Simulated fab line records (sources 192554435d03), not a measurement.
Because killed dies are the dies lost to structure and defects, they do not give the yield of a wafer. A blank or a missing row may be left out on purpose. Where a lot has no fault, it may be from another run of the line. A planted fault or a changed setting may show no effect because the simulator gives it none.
fab line records ; flow n5_finfet
[record] lots = 6; wafers = 18; last_day = 17
route steps=1938 shown BEOL_M8@1350
lots with no fault: from the same line, run without faults
start_h: hours from the record's first day to the start of the lot's first wafer shown ; wait_h: hours since the lot's step before ; " same as the row above ; L1.1+2: a single row standing in for several wafers ; - no value present, or no start provided ; * or withheld: withheld ; < > ~ a bound
route shown NAME@n: names a module that has steps shown in the file, with the first one's number in the route ; usual: mean and standard deviation over wafers with no fault ; same: alike in all rows ; chamber/n: place in a boat ; sites: per-site readings ; _std_site: the values' standard deviation ; _edge_site: outer sites' mean less inner sites' ; radius_mm: for every site, how far away it sits from the centre of the wafer ; mask NAME#n: copy n ; behind: the most recent tool/chamber to have shaped the wafer ; hold: why the lot was held/for how many hours/how that ended ; device: names the non-switching transistor (n, p or np) ; end of line: tests run on the same wafers once the route is complete ; step lacking rows: just its recipe ; killed: at the first sort, the dies lost to defects and structure; wafer yield is something else ; map: the dies of a wafer, with x for killed, . for not killed, _ for no die there
set.NAME: setting as actually run; set.NAME@STEP: the setting as run at that earlier step ; model.NAME: the simulator's own value behind a step, which no gauge read
a table for each step, a row for each wafer; lots at some steps of the route
services: when a tool's chamber went out of use (start_h, in hours from the record's first day, below 0 if earlier), for how many hours, and the reason
[[steps]]
[step N5_BEOL_M8_ETCH_62]
[recipe] chemistry = N2/H2; target = SOC; target_depth_a = 1100; overetch_a = 220; mask_material = SiARC; temp_c = 40; time_s = 165; ion_energy_ev = 200; pressure_mtorr = 30; source_w = 840; bias_w = 150; n2_flow_sccm = 200; h2_flow_sccm = 200
[usual] drypump_motor_current_A = 5.5/0.39; oes_product_au = 0.67/0.067; rf_vpp_V = 523.6/2.6; showerhead_plenum_p_Torr = 2.53/0.09; throttle_valve_pct = 17.78/0.25
lot.wafer;tool;chamber;start_h;wait_h;drypump_motor_current_A;oes_product_au;rf_hours_counter_h;rf_vpp_V;showerhead_plenum_p_Torr;throttle_valve_pct
L401.1;rie_diel-01;0;227.57;0.0;6.0;0.74;57;521.9;2.46;17.56
L401.5;rie_diel-01;0;227.57;0.0;6.0;0.74;-;523.8;2.46;17.57
L401.6;rie_diel-01;1;227.57;0.0;5.2;0.62;-;523.7;2.53;17.95
L403.1;rie_diel-04;2;232.46;0.0;5.7;0.83;0;525.6;2.57;17.67
L403.4;rie_diel-04;0;232.46;0.0;6.0;0.74;32;525.7;2.59;17.49
L403.5;rie_diel-04;0;232.46;0.0;6.0;0.74;-;525.3;2.59;17.48
L409.2;rie_diel-05;2;271.14;0.0;5.7;0.64;177;518.6;2.34;18.40
L409.3;rie_diel-05;0;271.14;0.0;4.9;0.58;224;520.1;2.43;18.12
L409.6;rie_diel-05;0;271.14;0.0;4.9;0.58;-;520.8;2.43;18.14
L410.3;rie_diel-05;0;279.38;0.0;4.9;0.58;229;518.3;2.42;18.12
L410.4;rie_diel-05;2;279.38;0.0;5.7;0.63;-;516.3;2.34;18.39
L410.5;rie_diel-05;0;279.38;0.0;4.9;0.58;-;520.1;2.42;18.13
L419.3;rie_diel-01;2;338.27;0.0;5.4;0.66;126;524.5;2.54;17.64
L419.4;rie_diel-01;0;338.27;0.0;6.0;0.72;-;521.5;2.45;17.61
L419.6;rie_diel-01;1;338.27;0.0;5.2;0.60;-;524.4;2.51;18.00
L421.1;rie_diel-04;0;343.67;0.0;6.0;0.70;69;524.9;2.57;17.56
L421.2;rie_diel-04;3;343.67;0.0;5.1;0.69;63;525.4;2.59;17.45
L421.4;rie_diel-04;1;343.67;0.0;5.6;0.75;48;527.1;2.71;17.78
[step N5_BEOL_M8_STRIP_68]
[recipe] chemistry = N2/H2; temp_c = 40; n2_flow_sccm = 200; h2_flow_sccm = 200; rf_frequency_hz = 6e+07
[step N5_BEOL_M8_STRIP_67]
[recipe] chemistry = CF4; resist = SiARC; power_w = 300; bias_power_w = 75; pressure_mtorr = 50; cf4_flow_sccm = 150; rf_frequency_hz = 6e+07
[usual] drypump_motor_current_A = 5.5/0.38; oes_product_au = 0.79/0.078; rf_vpp_V = 270.9/1.4; showerhead_plenum_p_Torr = 1.79/0.052; throttle_valve_pct = 13.56/0.27
lot.wafer;tool;chamber;start_h;wait_h;drypump_motor_current_A;oes_product_au;rf_hours_counter_h;rf_vpp_V;showerhead_plenum_p_Torr;throttle_valve_pct
L401.1;rie_diel-01;0;227.72;0.0;6.0;0.88;57;269.6;1.77;13.40
L401.5;rie_diel-01;0;227.72;0.0;6.0;0.87;-;270.6;1.77;13.40
L401.6;rie_diel-01;1;227.72;0.0;5.2;0.74;-;272.0;1.77;13.70
L403.1;rie_diel-04;2;232.61;0.0;5.7;0.98;0;272.4;1.83;13.49
L403.4;rie_diel-04;0;232.61;0.0;6.0;0.87;32;271.3;1.80;13.17
L403.5;rie_diel-04;0;232.61;0.0;6.0;0.88;-;271.7;1.80;13.16
L409.2;rie_diel-05;2;271.29;0.0;5.7;0.74;177;267.7;1.66;14.00
L409.3;rie_diel-05;0;271.29;0.0;4.9;0.69;224;269.6;1.73;13.99
L409.6;rie_diel-05;0;271.29;0.0;4.9;0.68;-;271.1;1.73;13.98
L410.3;rie_diel-05;0;279.52;0.0;4.9;0.68;229;268.1;1.73;13.99
L410.4;rie_diel-05;2;279.52;0.0;5.7;0.75;-;267.9;1.65;14.00
L410.5;rie_diel-05;0;279.52;0.0;4.8;0.68;-;269.6;1.73;13.98
L419.3;rie_diel-01;2;338.42;0.0;5.4;0.78;126;271.0;1.80;13.53
L419.4;rie_diel-01;0;338.42;0.0;6.0;0.84;-;267.9;1.76;13.47
L419.6;rie_diel-01;1;338.42;0.0;5.2;0.71;-;270.1;1.76;13.78
L421.1;rie_diel-04;0;343.81;0.0;6.0;0.82;69;271.7;1.79;13.25
L421.2;rie_diel-04;3;343.81;0.0;5.1;0.82;63;271.7;1.81;13.10
L421.4;rie_diel-04;1;343.81;0.0;5.6;0.89;48;272.3;1.87;13.27
[step N5_BEOL_M8_HM_OPEN_17]
[recipe] chemistry = Cl2/BCl3; target_depth_a = 200; overetch_a = 60; target = TiN; mask_material = SOC; ion_energy_ev = 150; pressure_mtorr = 10; icp_w = 1000; bias_w = 126; Cl2_flow_sccm = 53.25; bcl3_flow_sccm = 21.75; Ar_flow_sccm = 25
[usual] drypump_motor_current_A = 5.7/0.43; oes_product_au = 0.66/0.075; throttle_valve_pct = 22.26/0.23
lot.wafer;tool;chamber;start_h;wait_h;drypump_motor_current_A;oes_product_au;rf_hours_counter_h;throttle_valve_pct
L401.1;rie_metal-02;1;227.76;0.0;6.3;0.67;32;22.45
L401.5;rie_metal-02;0;227.76;0.0;5.9;0.59;-;22.58
L401.6;rie_metal-02;1;227.76;0.0;6.3;0.67;-;22.46
L403.1;rie_metal-02;1;232.65;0.0;6.2;0.66;33;22.44
L403.4;rie_metal-02;0;232.65;0.0;5.9;0.60;-;22.59
L403.5;rie_metal-02;1;232.65;0.0;6.3;0.67;-;22.45
L409.2;rie_metal-01;1;271.33;0.0;4.9;0.66;41;22.01
L409.3;rie_metal-01;1;271.33;0.0;4.9;0.66;-;21.99
L409.6;rie_metal-01;1;271.33;0.0;4.9;0.66;-;22.01
L410.3;rie_metal-03;0;279.60;0.1;5.8;0.73;-;22.33
L410.4;rie_metal-03;1;279.60;0.1;6.0;0.54;-;22.22
L410.5;rie_metal-03;0;279.60;0.1;5.8;0.72;-;22.32
L419.3;rie_metal-03;0;338.49;0.1;5.7;0.70;-;22.36
L419.4;rie_metal-03;1;338.49;0.1;6.1;0.83;-;21.78
L419.6;rie_metal-03;0;338.49;0.1;5.8;0.70;-;22.37
L421.1;rie_metal-01;0;343.85;0.0;5.6;0.61;62;22.31
L421.2;rie_metal-01;1;343.85;0.0;4.8;0.66;46;21.99
L421.4;rie_metal-01;1;343.85;0.0;4.9;0.65;-;22.01
[step N5_BEOL_M8_STRIP_19]
[recipe] chemistry = O2; power_w = 400; temp_c = 40; pressure_mtorr = 30; rf_frequency_hz = 6e+07; bias_power_w = 0; overash_fraction = 0.2; o2_flow_sccm = 225
[usual] drypump_motor_current_A = 5.5/0.37; oes_product_au = 0.80/0.079; rf_vpp_V = 3.6/0.54; showerhead_plenum_p_Torr = 2.10/0.077; throttle_valve_pct = 16.63/0.29
lot.wafer;tool;chamber;start_h;wait_h;drypump_motor_current_A;oes_product_au;rf_hours_counter_h;rf_vpp_V;showerhead_plenum_p_Torr;throttle_valve_pct
L401.1;rie_diel-01;2;227.87;0.1;5.4;0.82;89;3.2;2.16;16.81
L401.5;rie_diel-01;0;227.87;0.1;6.0;0.90;-;3.5;2.02;16.32
L401.6;rie_diel-01;1;227.87;0.1;5.2;0.75;-;3.4;2.07;16.72
L403.1;rie_diel-04;0;232.76;0.1;6.0;0.88;32;2.2;2.13;16.39
L403.4;rie_diel-04;3;232.76;0.1;5.1;0.88;20;4.8;2.15;16.16
L403.5;rie_diel-04;3;232.76;0.1;5.1;0.88;-;4.8;2.15;16.17
L409.2;rie_diel-05;2;271.61;0.2;5.7;0.74;177;3.5;1.93;17.17
L409.3;rie_diel-05;1;271.61;0.2;5.6;0.77;106;3.5;2.03;16.50
L409.6;rie_diel-05;2;271.61;0.2;5.7;0.75;-;4.2;1.93;17.19
L410.3;rie_diel-01;2;279.82;0.2;5.4;0.80;102;4.2;2.16;16.83
L410.4;rie_diel-01;1;279.82;0.2;5.2;0.74;185;2.9;2.06;16.75
L410.5;rie_diel-01;0;279.82;0.2;6.0;0.87;-;4.2;2.01;16.34
L419.3;rie_diel-05;3;338.61;0.1;5.0;0.91;11;4.1;2.14;16.37
L419.4;rie_diel-05;2;338.61;0.1;5.7;0.72;204;3.0;1.92;17.21
L419.6;rie_diel-05;3;338.61;0.1;5.0;0.92;-;3.1;2.14;16.37
L421.1;rie_diel-01;0;343.98;0.1;6.0;0.85;93;3.4;2.01;16.38
L421.2;rie_diel-01;1;343.98;0.1;5.2;0.73;210;3.2;2.05;16.78
L421.4;rie_diel-01;2;343.98;0.1;5.4;0.77;-;3.6;2.15;16.87
[step N5_BEOL_M8_CD_MEAS_18]
[recipe] pitch_nm = 80; target_cd_nm = 40
[usual] cd_nm = 39.7/0.68
lot.wafer;tool;chamber;start_h;wait_h;cd_nm
L401.1;cd_sem-02;-;227.94;0.0;40.0
L401.5;cd_sem-02;-;227.94;0.0;40.5
L401.6;cd_sem-02;-;227.94;0.0;39.2
L403.1;cd_sem-01;-;232.83;0.0;39.1
L403.4;cd_sem-01;-;232.83;0.0;39.7
L403.5;cd_sem-01;-;232.83;0.0;39.7
L409.2;cd_sem-02;-;271.68;0.1;40.6
L409.3;cd_sem-02;-;271.68;0.1;40.4
L409.6;cd_sem-02;-;271.68;0.1;39.7
L410.3;cd_sem-03;-;279.89;0.1;40.8
L410.4;cd_sem-03;-;279.89;0.1;40.1
L410.5;cd_sem-03;-;279.89;0.1;40.6
L419.3;cd_sem-02;-;338.69;0.1;40.1
L419.4;cd_sem-02;-;338.69;0.1;40.6
L419.6;cd_sem-02;-;338.69;0.1;39.2
L421.1;cd_sem-03;-;344.05;0.0;40.5
L421.2;cd_sem-03;-;344.05;0.0;41.0
L421.4;cd_sem-03;-;344.05;0.0;41.4
[step N5_BEOL_M8_COAT_63]
[recipe] resist = SOC; temp_c = 250; time_s = 60; spin_rpm = 1500; resist_thk_nm = 60
[step N5_BEOL_M8_COAT_64]
[recipe] resist = SiARC; temp_c = 220; time_s = 60; spin_rpm = 1500; resist_thk_nm = 12
[step N5_BEOL_M8_COAT_71]
[recipe] resist = underlayer; temp_c = 205; time_s = 60; spin_rpm = 1500; resist_thk_nm = 5
[step N5_BEOL_M8_COAT_22]
[recipe] resist = CAR-EUV; spin_rpm = 1500; resist_thk_nm = 30
[step N5_BEOL_M8_EBR_24]
[recipe] solvent = PGMEA; ebr_width_mm = 1.5
[step N5_BEOL_M8_SOFTBAKE_23]
[recipe] temp_c = 110; time_s = 60; resist = CAR-EUV
[step N5_BEOL_M8_EXPOSE_25]
[recipe] mask_id = V7; na = 0.33; source_shape = annular; sigma_inner = 0.4; sigma_outer = 0.8; polarization = unpolarized; target_cd_nm = 40; dose_mj = 42.5
[usual] exposure_dose_mJ_cm2 = 42.45/0.054
lot.wafer;tool;chamber;start_h;wait_h;mask;exposure_dose_mJ_cm2
L401.1;euv_scanner-02;0;230.87;-;V7#0;42.40
L401.5;euv_scanner-02;0;230.87;-;V7#0;42.38
L401.6;euv_scanner-02;0;230.87;-;V7#0;42.44
L403.1;euv_scanner-01;0;233.88;-;V7#0;42.48
L403.4;euv_scanner-01;0;233.88;-;V7#0;42.47
L403.5;euv_scanner-01;0;233.88;-;V7#0;42.43
L409.2;euv_scanner-02;0;274.18;-;V7#0;43.22
L409.3;euv_scanner-02;0;274.18;-;V7#0;43.20
L409.6;euv_scanner-02;0;274.18;-;V7#0;43.18
L410.3;euv_scanner-02;0;280.93;-;V7#0;43.02
L410.4;euv_scanner-02;0;280.93;-;V7#0;42.98
L410.5;euv_scanner-02;0;280.93;-;V7#0;43.02
L419.3;euv_scanner-01;0;341.87;-;V7#0;42.39
L419.4;euv_scanner-01;0;341.87;-;V7#0;42.35
L419.6;euv_scanner-01;0;341.87;-;V7#0;42.33
L421.1;euv_scanner-01;0;345.34;-;V7#0;42.42
L421.2;euv_scanner-01;0;345.34;-;V7#0;42.42
L421.4;euv_scanner-01;0;345.34;-;V7#0;42.39
[step N5_BEOL_M8_PEB_26]
[recipe] peb_temp_c = 100; peb_time_s = 60; resist = CAR-EUV
[step N5_BEOL_M8_DEVELOP_27]
[recipe] develop_time_s = 30; developer = TMAH; resist = CAR-EUV; rinse_liquid = surfactant_rinse; dry = air_spin; dev_temp_c = 23
[step N5_BEOL_M8_CD_MEAS_28]
[recipe] target_cd_nm = 40; landing_energy_ev = 500; detector = se_inlens
[usual] cd_nm = 40.00/0.28
lot.wafer;tool;chamber;start_h;wait_h;cd_nm
L401.1;cd_sem-01;0;231.01;-;39.78
L401.5;cd_sem-01;0;231.01;-;39.63
L401.6;cd_sem-01;0;231.01;-;39.91
L403.1;cd_sem-03;0;234.01;-;39.95
L403.4;cd_sem-03;0;234.01;-;40.20
L403.5;cd_sem-03;0;234.01;-;39.85
L409.2;cd_sem-03;0;274.31;-;40.24
L409.3;cd_sem-03;0;274.31;-;39.95
L409.6;cd_sem-03;0;274.31;-;40.41
L410.3;cd_sem-01;0;281.05;-;40.30
L410.4;cd_sem-01;0;281.05;-;40.15
L410.5;cd_sem-01;0;281.05;-;39.45
L419.3;cd_sem-01;0;342.00;-;40.28
L419.4;cd_sem-01;0;342.00;-;39.37
L419.6;cd_sem-01;0;342.00;-;40.55
L421.1;cd_sem-03;0;345.47;-;39.71
L421.2;cd_sem-03;0;345.47;-;39.69
L421.4;cd_sem-03;0;345.47;-;39.68
[step N5_BEOL_M8_OVL_MEAS_29]
[recipe] points_per_wafer = 522
[usual] V7_OVL = 0.0/0.58
lot.wafer;tool;chamber;start_h;wait_h;V7_OVL[nm]
L401.1;overlay-02;0;231.04;0.0;0.7
L401.5;overlay-02;0;231.04;0.0;-0.2
L401.6;overlay-02;0;231.04;0.0;-0.2
L403.1;overlay-02;0;234.04;0.0;0.7
L403.4;overlay-02;0;234.04;0.0;0.4
L403.5;overlay-02;0;234.04;0.0;1.2
L409.2;overlay-02;0;274.35;0.0;-0.6
L409.3;overlay-02;0;274.35;0.0;0.1
L409.6;overlay-02;0;274.35;0.0;0.5
L410.3;overlay-02;0;281.09;0.0;0.1
L410.4;overlay-02;0;281.09;0.0;-0.2
L410.5;overlay-02;0;281.09;0.0;0.4
L419.3;overlay-02;0;342.04;0.0;0.4
L419.4;overlay-02;0;342.04;0.0;0.4
L419.6;overlay-02;0;342.04;0.0;0.2
L421.1;overlay-02;0;345.50;0.0;-0.3
L421.2;overlay-02;0;345.50;0.0;0.0
L421.4;overlay-02;0;345.50;0.0;0.3
[step N5_BEOL_M8_INSPECT_30]
[recipe] mode = adi; inspect_instrument = brightfield
[usual] raw_defect_count = 382/75
lot.wafer;tool;chamber;start_h;wait_h;raw_defect_count
L401.1;defect_inspect-02;-;231.09;0.1;318
L401.5;defect_inspect-02;-;231.09;0.1;388
L401.6;defect_inspect-02;-;231.09;0.1;358
L403.1;defect_inspect-01;-;234.10;0.1;416
L403.4;defect_inspect-01;-;234.10;0.1;390
L403.5;defect_inspect-01;-;234.10;0.1;375
L409.2;defect_inspect-01;-;274.40;0.0;417
L409.3;defect_inspect-01;-;274.40;0.0;418
L409.6;defect_inspect-01;-;274.40;0.0;308
L410.3;defect_inspect-02;-;281.31;0.2;450
L410.4;defect_inspect-02;-;281.31;0.2;459
L410.5;defect_inspect-02;-;281.31;0.2;457
L419.3;defect_inspect-01;-;342.08;0.0;356
L419.4;defect_inspect-01;-;342.08;0.0;383
L419.6;defect_inspect-01;-;342.08;0.0;378
L421.1;defect_inspect-02;-;345.56;0.1;376
L421.2;defect_inspect-02;-;345.56;0.1;305
L421.4;defect_inspect-02;-;345.56;0.1;375
[step N5_BEOL_M8_DESCUM_33]
[recipe] chemistry = O2; time_s = 7; source_power_w = 50; bias_power_w = 20; pressure_mtorr = 20; rf_frequency_hz = 2.712e+07; temp_c = 40; resist = CAR-EUV; o2_flow_sccm = 225
[usual] drypump_motor_current_A = 5.5/0.38; oes_product_au = 0.81/0.092; rf_vpp_V = 243.0/1.8; showerhead_plenum_p_Torr = 2.08/0.089; throttle_valve_pct = 20.3/0.32
lot.wafer;tool;chamber;start_h;wait_h;drypump_motor_current_A;oes_product_au;rf_hours_counter_h;rf_vpp_V;showerhead_plenum_p_Torr;throttle_valve_pct;model.BEOL_M8.cd_nm
L401.1;rie_diel-04;1;231.13;0.0;5.6;0.99;9;245.9;2.20;20.0;40
L401.5;rie_diel-04;1;231.13;0.0;5.6;0.99;-;244.9;2.20;20.0;40
L401.6;rie_diel-04;3;231.13;0.0;5.1;0.89;-;244.2;2.15;19.9;40
L403.1;rie_diel-04;2;234.35;0.3;5.7;0.97;1;243.1;2.12;20.4;40.2
L403.4;rie_diel-04;1;234.35;0.3;5.6;1.00;11;244.9;2.20;20.0;40.6
L403.5;rie_diel-04;1;234.35;0.3;5.6;1.00;-;248.0;2.20;20.1;40.2
L409.2;rie_diel-05;0;275.80;1.4;4.8;0.70;227;240.8;1.95;20.4;40.2
L409.3;rie_diel-05;2;275.80;1.4;5.7;0.74;179;239.5;1.92;21.0;40.4
L409.6;rie_diel-05;2;275.80;1.4;5.7;0.75;-;240.5;1.92;21.0;40.6
L410.3;rie_diel-05;1;281.35;0.0;5.6;0.75;111;242.3;2.02;20.3;40.6
L410.4;rie_diel-05;2;281.35;0.0;5.7;0.74;-;241.0;1.92;21.0;39.8
L410.5;rie_diel-05;0;281.35;0.0;4.9;0.69;-;241.4;1.95;20.4;40
L419.3;rie_diel-04;2;342.12;0.0;5.7;0.86;43;242.9;2.11;20.5;40
L419.4;rie_diel-04;1;342.12;0.0;5.6;0.90;48;245.1;2.19;20.1;40
L419.6;rie_diel-04;0;342.12;0.0;6.0;0.81;-;242.7;2.12;20.2;40.4
L421.1;rie_diel-05;1;345.60;0.0;5.6;0.73;135;243.2;2.01;20.3;40
L421.2;rie_diel-05;3;345.60;0.0;5.0;0.91;15;244.1;2.14;20.1;39.8
L421.4;rie_diel-05;2;345.60;0.0;5.7;0.72;-;239.1;1.91;21.0;40
[step N5_BEOL_M8_ETCH_72]
[recipe] chemistry = N2/H2; target = underlayer; target_depth_a = 65; mask_material = CAR-EUV; time_s = 5.2; ion_energy_ev = 200; pressure_mtorr = 30; source_w = 840; bias_w = 150; n2_flow_sccm = 200; h2_flow_sccm = 200; ends = cleared
[usual] drypump_motor_current_A = 5.5/0.38; etch_rf_on_time_s = 5.26/0.19; oes_product_au = 0.68/0.074; rf_vpp_V = 524/3.3; showerhead_plenum_p_Torr = 2.54/0.11; throttle_valve_pct = 17.8/0.31
lot.wafer;tool;chamber;start_h;wait_h;drypump_motor_current_A;etch_rf_on_time_s;oes_product_au;rf_hours_counter_h;rf_vpp_V;showerhead_plenum_p_Torr;throttle_valve_pct;model.BEOL_M8.cd_nm
L401.1;rie_diel-04;1;231.16;0.0;5.6;5.30;0.80;9;529;2.73;17.7;40.2
L401.5;rie_diel-04;1;231.16;0.0;5.6;5.34;0.81;-;528;2.73;17.7;40
L401.6;rie_diel-04;3;231.16;0.0;5.1;4.98;0.77;-;527;2.61;17.4;40
L403.1;rie_diel-04;2;234.38;0.0;5.7;5.44;0.80;1;527;2.57;17.7;40.2
L403.4;rie_diel-04;1;234.38;0.0;5.6;5.27;0.80;11;529;2.73;17.8;40.6
L403.5;rie_diel-04;1;234.38;0.0;5.6;5.31;0.82;-;530;2.73;17.7;40.2
L409.2;rie_diel-05;0;275.83;0.0;4.9;5.22;0.58;227;520;2.43;18.2;40.4
L409.3;rie_diel-05;2;275.83;0.0;5.7;5.20;0.63;179;518;2.34;18.4;40.2
L409.6;rie_diel-05;2;275.83;0.0;5.7;5.14;0.65;-;519;2.34;18.4;40.4
L410.3;rie_diel-05;1;281.38;0.0;5.6;5.57;0.64;111;519;2.46;17.7;40.6
L410.4;rie_diel-05;2;281.38;0.0;5.7;5.21;0.62;-;519;2.34;18.5;39.6
L410.5;rie_diel-05;0;281.38;0.0;4.9;5.18;0.58;-;520;2.42;18.1;40
L419.3;rie_diel-04;2;342.15;0.0;5.7;5.31;0.73;43;526;2.55;17.7;40
L419.4;rie_diel-04;1;342.15;0.0;5.6;5.35;0.74;48;527;2.71;17.8;40
L419.6;rie_diel-04;0;342.15;0.0;6.0;5.36;0.69;-;522;2.57;17.6;40.4
L421.1;rie_diel-05;1;345.63;0.0;5.6;5.62;0.62;135;522;2.45;17.7;40.2
L421.2;rie_diel-05;3;345.63;0.0;5.0;5.03;0.78;15;525;2.59;17.4;39.8
L421.4;rie_diel-05;2;345.63;0.0;5.7;5.23;0.62;-;518;2.33;18.5;39.8
[step N5_BEOL_M8_ETCH_65]
[recipe] chemistry = CF4; target = SiARC; target_depth_a = 156; mask_material = CAR-EUV; time_s = 26; ion_energy_ev = 80; pressure_mtorr = 40; source_w = 545; bias_w = 36; Ar_flow_sccm = 100; cf4_flow_sccm = 100; ends = cleared
[usual] drypump_motor_current_A = 5.5/0.38; etch_rf_on_time_s = 26.3/1.1; oes_product_au = 0.69/0.074; rf_vpp_V = 184.0/1.4; showerhead_plenum_p_Torr = 2.14/0.086; throttle_valve_pct = 15.6/0.3
lot.wafer;tool;chamber;start_h;wait_h;drypump_motor_current_A;etch_rf_on_time_s;oes_product_au;rf_hours_counter_h;rf_vpp_V;showerhead_plenum_p_Torr;throttle_valve_pct
L401.1;rie_diel-04;1;231.18;0.0;5.6;26.4;0.81;9;185.4;2.27;15.3
L401.5;rie_diel-04;1;231.18;0.0;5.6;26.4;0.81;-;186.7;2.27;15.3
L401.6;rie_diel-04;3;231.18;0.0;5.0;24.7;0.78;-;184.6;2.18;15.0
L403.1;rie_diel-04;2;234.40;0.0;5.6;27.2;0.81;1;183.7;2.20;15.6
L403.4;rie_diel-04;1;234.40;0.0;5.6;26.5;0.80;11;184.7;2.27;15.3
L403.5;rie_diel-04;1;234.40;0.0;5.6;26.2;0.81;-;185.3;2.27;15.3
L409.2;rie_diel-05;0;275.85;0.0;4.9;25.3;0.59;227;184.5;2.04;15.9
L409.3;rie_diel-05;2;275.85;0.0;5.7;25.5;0.64;179;181.9;1.97;16.1
L409.6;rie_diel-05;2;275.85;0.0;5.7;25.6;0.65;-;181.7;1.97;16.0
L410.3;rie_diel-05;1;281.40;0.0;5.6;27.7;0.65;111;182.7;2.07;15.4
L410.4;rie_diel-05;2;281.40;0.0;5.7;25.8;0.64;-;182.7;1.97;16.0
L410.5;rie_diel-05;0;281.40;0.0;4.8;25.7;0.59;-;183.1;2.04;15.9
L419.3;rie_diel-04;2;342.17;0.0;5.7;27.0;0.72;43;184.5;2.19;15.7
L419.4;rie_diel-04;1;342.17;0.0;5.6;26.7;0.74;48;185.6;2.26;15.4
L419.6;rie_diel-04;0;342.17;0.0;6.0;26.7;0.69;-;183.2;2.17;15.4
L421.1;rie_diel-05;1;345.65;0.0;5.6;28.7;0.60;135;181.3;2.06;15.5
L421.2;rie_diel-05;3;345.65;0.0;5.0;25.1;0.79;15;185.3;2.18;15.3
L421.4;rie_diel-05;2;345.65;0.0;5.7;26.3;0.62;-;181.5;1.96;16.1
[[services]]
tool;chamber;start_h;hours;kind
euv_scanner-01;-;212.07;1.0;pm
rie_metal-03;-;218.58;4.9;repair
euv_scanner-01;-;230.44;0.4;repair
euv_scanner-02;-;232.31;1.0;pm
rie_diel-05;0;245.48;11.8;repair
rie_diel-01;-;259.93;15.6;pm
rie_diel-05;3;266.21;-;clean
rie_diel-05;3;266.21;-;consumable_replace:focus_ring
euv_scanner-01;-;268.22;1.0;pm
euv_scanner-01;-;280.34;13.5;repair
euv_scanner-02;-;283.31;0.7;repair
rie_diel-01;1;286.84;1.3;repair
euv_scanner-01;-;293.85;4.6;pm
rie_diel-05;3;295.88;15.1;repair
euv_scanner-02;-;304.23;1.0;pm
rie_diel-01;0;311.92;8.4;repair
euv_scanner-02;-;312.85;4.6;pm
rie_diel-05;0;314.81;2.2;repair
rie_metal-01;-;314.85;14.6;pm
rie_metal-03;-;318.78;0.3;repair
euv_scanner-01;-;324.37;1.0;pm
euv_scanner-01;-;327.60;0.6;repair
euv_scanner-01;-;328.27;0.7;repair
euv_scanner-02;-;344.61;1.0;pm
[[key]]
[first_sign] step = N5_BEOL_M8_EXPOSE_25; reading = exposure_dose_mJ_cm2; direction = up; sigmas = 12; usual = 42.45; struck = 43.10
effect none on later readings
[model_effect] step = N5_BEOL_M8_DESCUM_33; value = BEOL_M8.cd_nm; without = 39.93; struck = 40.27
[model_effect] step = N5_BEOL_M8_ETCH_72; value = BEOL_M8.cd_nm; without = 39.9; struck = 40.2
met_at N5_BEOL_M8_EXPOSE_25
struck_wafers L409.2,L409.3,L409.6,L410.3,L410.4,L410.5
rows_end L409.2,L409.3,L409.6,L410.3,L410.4,L410.5
[loop_trim] step = N5_BEOL_M8_EXPOSE_25; setting = dose; lots = L410
onset_between 230.87 274.18
[fault] kind = process_parameter_drift; tool = euv_scanner-02; chamber = -; onset_h = 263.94; steps = N5_BEOL_M8_EXPOSE_25; channel = dose_mj; offset = 0.74436; shape = step; acts_in = these_recipes_only; stated = 42.5
// rows_end: these wafers met a further fault down the route, and their rows from its step on are left out
// loop_trim: a control loop set the setting to another value than it would have without faults
